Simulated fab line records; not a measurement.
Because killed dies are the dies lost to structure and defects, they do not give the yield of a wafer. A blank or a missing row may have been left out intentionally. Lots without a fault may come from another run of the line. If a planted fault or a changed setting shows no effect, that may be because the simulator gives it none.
Struck lot and sound lot, side by side + flow n5Finfet + 37 out of 1938 route steps
Sound: wafers L547.2, L547.3, L547.5. Struck: wafers L546.1, L546.2, L546.3. The cause is named last.
Order at every step that has rows: each side's tool, ch and its chambers, its first start. Under that, the readings that differ: sound wafers + struck wafers + difference of the means + sigmas: that difference in standard deviations of wafers without a fault.
alike: same words and numbers on both sides, and readings whose means sit less than 2 such deviations apart. not compared: any withheld reading, any reading some wafer has no value for, any bound like >300 that may hide the same value, and any number with overlapping values for which the record gives no deviation.
A row with sigmas, a row that says differs or no value, or rows on one side alone: a step with any of these is where the two part. Non-overlapping numbers with no deviation appear without sigmas and do not part them. Lack of a reading on every wafer of one side parts them only where that side has two or more wafers.

first, 9 steps without rows for these wafers: N5_WELL_APT_HMDS_18 (time 60 s); N5_WELL_APT_COAT_19 (resist thk 950 nm); N5_WELL_APT_EBR_21; N5_WELL_APT_SOFTBAKE_20 (time 60 s); N5_WELL_APT_EXPOSE_22 (exposes mask PWELL, defocus 0 nm, target cd 200 nm); N5_WELL_APT_PEB_23 (peb time 90 s); N5_WELL_APT_DEVELOP_24 (develop time 45 s); N5_WELL_APT_HARDBAKE_29 (time 120 s); N5_WELL_APT_DESCUM_30 (chemistry O2, time 7.9 s).
N5_WELL_APT_IMPLANT_31:
  sound on implanter-02 ch 0, day 6 03:56; struck on implanter-01 ch 0, day 5 21:11
| reading           | sound                           | struck                          | difference  | sigmas |
|-------------------|---------------------------------|---------------------------------|-------------|--------|
| doseIonsCm2       | 1.4986e+13 1.4985e+13 1.501e+13 | 1.3787e+13 1.3776e+13 1.378e+13 | -1.2127e+12 | -67    |
| faradayCurrentUA  | 192 187 199                     | 175 175 177                     | -17         | -4     |
| tiltDeg (degrees) | 0.029 0.026 0.002               | -0.016 -0.050 -0.018            | -0.047      | -3     |
  alike: rotationDeg
then, 25 steps without rows for these wafers: N5_WELL_APT_IMPLANT_32; N5_WELL_APT_STRIP_33 (strips in SPM, time 900 s); N5_WELL_APT_RTA_34 (time 10 s); N5_WELL_APT_OXIDE_STRIP_42 (strips SiO2 in dHF, time 45 s, target depth 12 nm); N5_WELL_APT_PRECLEAN_36 (cleans in O3/DIW, time 45 s); N5_WELL_APT_PRECLEAN_39 (cleans in dHF, time 60 s); N5_WELL_APT_SRD_37 (time 30 s); N5_WELL_APT_EPI_41 (deposits Si from SiH4/H2, target thk 50 nm, time 297.7 s); N5_PMOS_HMC_CHANNEL_EPI_HM_DEP_34 (deposits SiO2 from TEOS/O2, target thk 36 nm, time 6.9 s); N5_PMOS_HMC_CHANNEL_EPI_COAT_31 (time 60 s, resist thk 66 nm); N5_PMOS_HMC_CHANNEL_EPI_COAT_03 (resist thk 205 nm); N5_PMOS_HMC_CHANNEL_EPI_EBR_05; N5_PMOS_HMC_CHANNEL_EPI_SOFTBAKE_04 (time 60 s); N5_PMOS_HMC_CHANNEL_EPI_EXPOSE_06 (exposes mask PMOS HMC BLK, target cd 240 nm); N5_PMOS_HMC_CHANNEL_EPI_PEB_07 (peb time 60 s); N5_PMOS_HMC_CHANNEL_EPI_DEVELOP_08 (develop time 30 s); N5_PMOS_HMC_CHANNEL_EPI_DESCUM_14 (chemistry O2, time 7.9 s); N5_PMOS_HMC_CHANNEL_EPI_ETCH_32 (etches BARC in N2/H2, stops on SiO2, target depth 85.8 nm, time 50.3 s); N5_PMOS_HMC_CHANNEL_EPI_HM_OPEN_15 (chemistry CHF3/O2, target SiO2, target depth 40.6 nm, time 20.3 s); N5_PMOS_HMC_CHANNEL_EPI_STRIP_33 (strips in N2/H2); N5_PMOS_HMC_CHANNEL_EPI_STRIP_17 (strips in SPM, time 750 s); N5_PMOS_HMC_CHANNEL_EPI_ETCH_38 (etches SiO2 in CF4, target depth 1.5 nm); N5_PMOS_HMC_CHANNEL_EPI_FIN_RECESS_16 (chemistry HBr/Cl2, target Si, target depth 54 nm, time 18 s); N5_PMOS_HMC_CHANNEL_EPI_PRECLEAN_36 (cleans in O3/DIW, time 45 s); N5_PMOS_HMC_CHANNEL_EPI_PRECLEAN_18 (cleans in DHF, time 30 s).
-- a jump in the record: the struck wafers' starts before and after are 6 days apart (it breaks off in module PMOS_HMC_CHANNEL_EPI and resumes in module BEOL_M4, where the first step shown is number 1111 of the route) --
N5_BEOL_M4_RC_MEAS_101:
  sound on prober-01 ch 0, day 12 07:16; struck on prober-02 ch 0, day 12 04:20
| reading           | sound          | struck         | difference | sigmas |
|-------------------|----------------|----------------|------------|--------|
| RS_PWELL (ohm/sq) | 3005 3002 2979 | 3163 3228 3165 | +190       | +8     |
  alike: DIBL_N, DIBL_P, IOFF_N, IOFF_P, ION_N, ION_P, SS_N, SS_P, VT_N, VT_P
after that, 1 step had no rows for these wafers: N5_PASSIVATION_PROBE_49.

## WHERE THEY PART
Earliest at N5_WELL_APT_IMPLANT_31; latest, in this record, at N5_BEOL_M4_RC_MEAS_101.

WHY: what the simulator had put in
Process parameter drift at N5_WELL_APT_IMPLANT_31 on implanter-01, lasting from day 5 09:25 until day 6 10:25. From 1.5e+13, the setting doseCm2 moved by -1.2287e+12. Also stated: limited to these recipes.
